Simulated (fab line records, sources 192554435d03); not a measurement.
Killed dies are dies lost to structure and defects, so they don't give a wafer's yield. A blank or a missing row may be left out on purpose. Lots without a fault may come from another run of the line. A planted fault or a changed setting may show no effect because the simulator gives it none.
Chamber matching | flow n5_finfet | N5_BEOL_M0_ALD_136 on ald_metal-02: 4 sister chambers
The step deposits TaN, pulse time 2 s, purge time 3 s, co reactant purge time 2 s. 4 wafers are shown with their chamber, then 9 later ones without.

WAFERS WITH THEIR CHAMBER
wafer  | chamber | heater_power_w (W)
L081.3 | 1       | 401
L080.3 | 2       | 450
L080.4 | 0       | 430
L080.5 | 3       | 419

WAFERS WITHOUT THEIR CHAMBER
wafer  | heater_power_w (W)
L083.2 | 411
L083.3 | 458
L083.5 | 406
L090.4 | 422
L090.5 | 417
L090.6 | 420
L095.2 | 414
L095.5 | 404
L095.6 | 459

WHICH CHAMBER EACH WENT THROUGH
wafer  | from the rows above          | in truth
L083.2 | can't be placed: 3 or 1 or 0 | 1
L083.3 | 2                            | 2
L083.5 | can't be placed: 1 or 3      | 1
L090.4 | can't be placed: 3 or 0      | 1
L090.5 | can't be placed: 3 or 0      | 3
L090.6 | can't be placed: 3 or 0      | 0
L095.2 | can't be placed: 3 or 1 or 0 | 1
L095.5 | 1                            | 1
L095.6 | 2                            | 2
Placed correctly: 3 of 9. Can't be placed from these rows: 6 (the true chamber is among the candidates in 5). Placed wrongly: 0.
How it was worked out, from the rows above alone: a wafer's distance from a chamber is the root of the sum, over the readings, of the square of ((its reading less the chamber's mean) divided by the reading's scatter). The wafer belongs to the nearest chamber; if the next one is less than 2 further off, it can't be placed. A chamber's mean is the mean of its shown wafers. The scatter: with one shown wafer a chamber, the root of the mean of the squares of how far each hidden wafer lies from its nearest shown one.
